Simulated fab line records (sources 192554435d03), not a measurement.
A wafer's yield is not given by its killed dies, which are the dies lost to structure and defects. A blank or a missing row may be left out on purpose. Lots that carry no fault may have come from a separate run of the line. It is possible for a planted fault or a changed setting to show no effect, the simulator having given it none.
Which tool did it? :: flow n5Finfet :: route of 1938 steps, sampled at 1 step: 24 lots, 72 wafers

== WHAT THE GAUGES READ, wafer by wafer ==
N5_BEOL_M5_CD_MEAS_35: target cd 28 nm, target cd y 24 nm. Usual: cdNm reads 28.1 nm (standard deviation 0.34).
lot: L074
measured: day 9 21:46
on: cdSem-02
cdNm (nm): 27.7 27.6 28.0
flag: 

lot: L076
measured: day 10 00:56
on: cdSem-02
cdNm (nm): 28.6 28.2 27.7
flag: 

lot: L075
measured: day 10 01:19
on: cdSem-02
cdNm (nm): 28.5 27.7 28.4
flag: 

lot: L077
measured: day 10 09:33
on: cdSem-03
cdNm (nm): 27.9 27.3 27.6
flag: 

lot: L078
measured: day 10 20:08
on: cdSem-01
cdNm (nm): 27.8 27.9 28.1
flag: 

lot: L079
measured: day 10 23:40
on: cdSem-03
cdNm (nm): 28.2 27.9 28.3
flag: 

lot: L080
measured: day 11 06:28
on: cdSem-01
cdNm (nm): 28.0 28.0 27.4
flag: 

lot: L081
measured: day 11 07:23
on: cdSem-01
cdNm (nm): 27.9 28.1 28.0
flag: 

lot: L082
measured: day 11 13:02
on: cdSem-03
cdNm (nm): 28.7 28.0 27.9
flag: 

lot: L085
measured: day 11 16:51
on: cdSem-01
cdNm (nm): 28.1 28.4 28.5
flag: 

lot: L083
measured: day 11 22:27
on: cdSem-02
cdNm (nm): 28.2 28.4 28.2
flag: 

lot: L084
measured: day 12 14:18
on: cdSem-03
cdNm (nm): 28.3 28.7 28.1
flag: 

lot: L087
measured: day 12 15:02
on: cdSem-01
cdNm (nm): 28.2 28.2 28.4
flag: 

lot: L089
measured: day 12 18:11
on: cdSem-02
cdNm (nm): 28.1 28.4 27.5
flag: 

lot: L086
measured: day 12 18:30
on: cdSem-02
cdNm (nm): 28.3 28.4 28.4
flag: 

lot: L088
measured: day 13 08:32
on: cdSem-02
cdNm (nm): 27.9 27.8 28.0
flag: 

lot: L090
measured: day 13 09:25
on: cdSem-03
cdNm (nm): 28.0 27.6 27.9
flag: 

lot: L091
measured: day 14 03:27
on: cdSem-03
cdNm (nm): 27.8 27.8 27.8
flag: 

lot: L092
measured: day 14 09:40
on: cdSem-03
cdNm (nm): 28.1 28.7 28.4
flag: 

lot: L094
measured: day 14 12:56
on: cdSem-01
cdNm (nm): 28.1 28.7 27.9
flag: 

lot: L093
measured: day 14 13:19
on: cdSem-01
cdNm (nm): 28.9 27.7 28.4
flag: 

lot: L095
measured: day 14 17:54
on: cdSem-03
cdNm (nm): 27.4 27.9 28.0
flag: 

lot: L096
measured: day 14 18:05
on: cdSem-03
cdNm (nm): 28.2 28.5 28.0
flag: 

lot: L097
measured: day 15 14:50
on: cdSem-01
cdNm (nm): 27.3 27.7 27.7
flag: 

== WHICH TOOL RAN EACH LOT (tool, then ch and the chambers of the sampled wafers, then the start) ==
Record: no process step prior to these readings.

== WHAT THE TOOLS THEMSELVES READ (means of the sampled wafers that have a number; where no wafer has one, the mark that the record gives instead) ==
The record holds no such reading with a usual standard deviation.

== THE ANSWER, worked out from the rows above alone ==
Rule: a lot is off if the mean of its wafers that have a number lies more than 3 standard deviations from the usual mean. Also off: a lot with no number at a reading for which 4 or more lots have one. Where the step has rows for the other lots, those lots are counted as sound. The gauges are gone through in route order, then the tools' own readings, and for those a lot's mean is taken as printed above. At the first step where some lot is off, the reading lying furthest off is the one used; lots without a number count as furthest.
None of the lots is off at any reading shown; this tells nothing.

== WHAT THE SIMULATOR HAD PUT IN ==
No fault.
